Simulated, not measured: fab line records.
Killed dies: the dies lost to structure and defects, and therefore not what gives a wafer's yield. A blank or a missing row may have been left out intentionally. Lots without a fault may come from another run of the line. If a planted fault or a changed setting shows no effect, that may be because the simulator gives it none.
Code-filled problem report in 8D (eight disciplines) form + flow n5-finfet + the parts of the form that need people (team, actions taken, sign-off) are left out
Where a reading is given only as a bound, like >300, the bound stands for it, and a mean or a difference that rests on one is marked > or <: the true number lies beyond.

== 1. WHAT WENT WRONG ==
raw-defect-count at N5_BEOL_M14_INSPECT_30 reads a mean of >300 on 6 wafers of 2 lots; wafers without a fault read 2.0 with a standard deviation of 1.3. So: +99 or more standard deviations from the usual mean.
The step: inspects for defects (macro).
The first sign was on wafer L718.1 at day 14 15:13, on defect-inspect-02. At this step, 30 wafers from 10 lots have a number in the record. The rule behind "out" and "out of limits": a value lying over 4 standard deviations away from the usual mean. All remaining wafers that have a number are taken as sound.

== 2. WHAT IT IS AND WHAT IT IS NOT ==
| question                    | is                     | is not                                                                                 |
|-----------------------------|------------------------|----------------------------------------------------------------------------------------|
| which readings at this step | raw-defect-count       | -                                                                                      |
| which lots                  | L718, L719             | L704, L707, L708, L713, L721, L722, L724, L725                                         |
| which wafers of those lots  | all that have a number | -                                                                                      |
| read on which gauges        | defect-inspect-02      | defect-inspect-01                                                                      |
| when                        | from day 14 15:13      | up to then (12 sound wafers); but 12 sound wafers of L721, L722, L724, L725 came after |

== 3. THE SUSPECTS, EACH WITH WHAT RULES IT OUT ==
Counting: a tool stays on the suspect list if, at a process step up to the reading, it processed all lots that are out and no sound lot following the first of them.
- the gauge at N5_BEOL_M14_INSPECT_30 is ruled out. All the wafers that are out were read on defect-inspect-02, but those of them that N5_PASSIVATION_PROBE_49 has rows for are out there too, on other tools.
- rie-diel-04 at N5_BEOL_M14_VIA_ETCH_16 (etches SiO2 in C4F8/O2/Ar, target depth 1231.3 nm): kept. It processed each lot that is out, first L718 at day 14 14:22, and no sound lot thereafter; up to then, the last sound lot it processed was L707 at day 11 14:10.
- rie-diel-04 at N5_BEOL_M14_STRIP_63 (strips in O2): kept. It processed each lot that is out, first L718 at day 14 14:00, and no sound lot thereafter; up to then, the last sound lot it processed was L707 at day 11 14:00.
The count leaves rie-diel-04 at N5_BEOL_M14_STRIP_63 and rie-diel-04 at N5_BEOL_M14_VIA_ETCH_16.

== 4. THE CAUSE (what the simulator had put in) ==
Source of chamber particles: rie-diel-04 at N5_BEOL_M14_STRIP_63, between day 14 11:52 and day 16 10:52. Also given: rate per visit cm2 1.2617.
Of the 2 suspects that counting leaves, this tool is one.

== 5. THE CHAIN OF EFFECTS, in route order ==
Each row: a reading where the mean over the struck wafers with a number is more than 3 standard deviations away from the usual. Only readings whose record carries a usual standard deviation are examined. hours: median over the lots of the time between each lot's start at the first step of this table that gives one and its start at this step. sigmas: the change, counted in usual standard deviations.
| hours | step                    | reading              | usual  | on struck wafers | change | sigmas      |
|-------|-------------------------|----------------------|--------|------------------|--------|-------------|
| 0     | N5_BEOL_M14_INSPECT_30  | raw-defect-count     | 2.0    | >300             | >+298  | +99 or more |
| 26    | N5_PASSIVATION_PROBE_49 | defect-limited-yield | 91.4 % | 81.7             | -9.7   | -7.0        |
| 26    | N5_PASSIVATION_PROBE_49 | killed_at_M4_up      | 14     | 138              | +124   | +22         |
| 26    | N5_PASSIVATION_PROBE_49 | killed-dies          | 101    | 216              | +115   | +7.2        |
| 26    | N5_PASSIVATION_PROBE_49 | sort_bin_5_function  | 5.1 %  | 11.5             | +6.4   | +7.3        |
| 26    | N5_PASSIVATION_PROBE_49 | sort-n-pass          | 1079   | 964              | -115   | -7.2        |
| 26    | N5_PASSIVATION_PROBE_49 | sort-yield-pct       | 91.4 % | 81.7             | -9.7   | -7.0        |
Process steps it contains:
- N5_PASSIVATION_PROBE_49

== 6. HOW IT WOULD HAVE BEEN CAUGHT EARLIER ==
Counted from the fault's start at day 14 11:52, it took 3 hours until the first out-of-limits reading at a measuring or inspecting step in this record, taken at day 14 15:13.
No tool reading at N5_BEOL_M14_STRIP_63 that has a usual standard deviation in the record was out on any struck wafer, so an alarm limit of 4 standard deviations on those readings would not have fired.
L719, from the lots that are out (2), started N5_BEOL_M14_STRIP_63 on rie-diel-04 later than day 14 15:13. Holding the tool at that time would have saved it.
